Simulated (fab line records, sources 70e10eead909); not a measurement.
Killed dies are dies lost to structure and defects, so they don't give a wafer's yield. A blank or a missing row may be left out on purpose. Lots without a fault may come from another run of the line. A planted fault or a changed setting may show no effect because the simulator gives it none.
Which tool did it? | flow nand_harc | 11 lots, 33 wafers sampled, at 5 steps of a route of 1302

WHAT THE GAUGES READ, wafer by wafer
NHARC_END_SORT_01.
lot  | measured     | on        | killed_at_array
L881 | day 28 22:49 | prober-02 | 666 669 69
L884 | day 30 04:52 | prober-01 | 48 672 53

WHICH TOOL RAN EACH LOT (tool, then ch and the chambers of the sampled wafers, then the start)
lot  | NHARC_A_STAIRCASE_TRIM_26                     | NHARC_A_STAIRCASE_TRIM_189                    | NHARC_A_STAIRCASE_TRIM_193                    | NHARC_A_STAIRCASE_ETCH_194
L871 | rie_diel-11 ch 0,1,3, day 16 07:24 or earlier | rie_diel-04 ch 0,2, day 16 07:24 or earlier   | rie_diel-04 ch 0,3, day 16 07:24 or earlier   | rie_diel-04 ch 2,3, day 16 07:24
L876 | rie_diel-08 ch 2,3, day 18 10:17 or earlier   | rie_diel-11 ch 1,2,3, day 18 10:17 or earlier | rie_diel-11 ch 0,2, day 18 10:17 or earlier   | rie_diel-11 ch 0,1,2, day 18 10:17
L875 | rie_diel-08 ch 1,3, day 18 10:49 or earlier   | rie_diel-08 ch 1,2,3, day 18 10:49 or earlier | rie_diel-08 ch 2,3, day 18 10:49 or earlier   | rie_diel-08 ch 1,2,3, day 18 10:49
L879 | rie_diel-04 ch 0,1,3, day 19 03:24 or earlier | rie_diel-08 ch 0,1,3, day 19 03:24 or earlier | rie_diel-08 ch 0,1, day 19 03:24 or earlier   | rie_diel-08 ch 1,2,3, day 19 03:24
L883 | rie_diel-08 ch 0,1, day 20 10:18 or earlier   | rie_diel-11 ch 1,2, day 20 10:18 or earlier   | rie_diel-11 ch 1,2,3, day 20 10:18 or earlier | rie_diel-11 ch 0,1,3, day 20 10:18
L881 | rie_diel-11 ch 0,1, day 20 10:30 or earlier   | rie_diel-04 ch 0,1, day 20 10:30 or earlier   | rie_diel-04 ch 2,3, day 20 10:30 or earlier   | rie_diel-04 ch 1,2, day 20 10:30
L884 | rie_diel-11 ch 0,2,3, day 20 21:16 or earlier | rie_diel-04 ch 0,1,2, day 20 21:16 or earlier | rie_diel-04 ch 0,1, day 20 21:16 or earlier   | rie_diel-04 ch 1,2,3, day 20 21:16
L889 | rie_diel-08 ch 0,3, day 23 19:55 or earlier   | rie_diel-04 ch 0,1,2, day 23 19:55 or earlier | rie_diel-04 ch 0,3, day 23 19:55 or earlier   | rie_diel-04 ch 1,2,3, day 23 19:55
L892 | rie_diel-08 ch 2,3, day 24 19:11 or earlier   | rie_diel-08 ch 0,2,3, day 24 19:11 or earlier | rie_diel-08 ch 0,2, day 24 19:11 or earlier   | rie_diel-08 ch 0,2, day 24 19:11
L894 | rie_diel-08 ch 0,1,2, day 25 03:44 or earlier | rie_diel-04 ch 1,2, day 25 03:44 or earlier   | rie_diel-04 ch 0,1,2, day 25 03:44 or earlier | rie_diel-04 ch 1,2,3, day 25 03:44
L893 | rie_diel-04 ch 0,1,2, day 25 04:03 or earlier | rie_diel-04 ch 0,2,3, day 25 04:03 or earlier | rie_diel-04 ch 0,1, day 25 04:03 or earlier   | rie_diel-04 ch 0,1,3, day 25 04:03
- NHARC_A_STAIRCASE_TRIM_26: chemistry O2, time 211.2 s.
- NHARC_A_STAIRCASE_TRIM_189: chemistry O2, time 211.2 s.
- NHARC_A_STAIRCASE_TRIM_193: chemistry O2, time 211.2 s.
- NHARC_A_STAIRCASE_ETCH_194: etches the open film in C4F8/O2, target depth 100 nm, time 40.5 s.

THE ANSWER, worked out from the rows above alone
Rule: what is usual is taken from the lots themselves. Put in order of their means at a reading, lots are off if they are a third of the lots or fewer, leave a main group of 4 or more, and stand apart from it by a gap of 3 or more times the standard deviation of the main group's means; of several such gaps the widest counts. A main group whose means are all the same, to the digits that the tables above print for the reading, isn't used. A lot without any number at a reading at which 4 lots or more have one is off too. The other lots that the step has rows for count as sound.
No lot is off at any reading shown: from this, nothing can be told.

WHAT THE SIMULATOR HAD PUT IN
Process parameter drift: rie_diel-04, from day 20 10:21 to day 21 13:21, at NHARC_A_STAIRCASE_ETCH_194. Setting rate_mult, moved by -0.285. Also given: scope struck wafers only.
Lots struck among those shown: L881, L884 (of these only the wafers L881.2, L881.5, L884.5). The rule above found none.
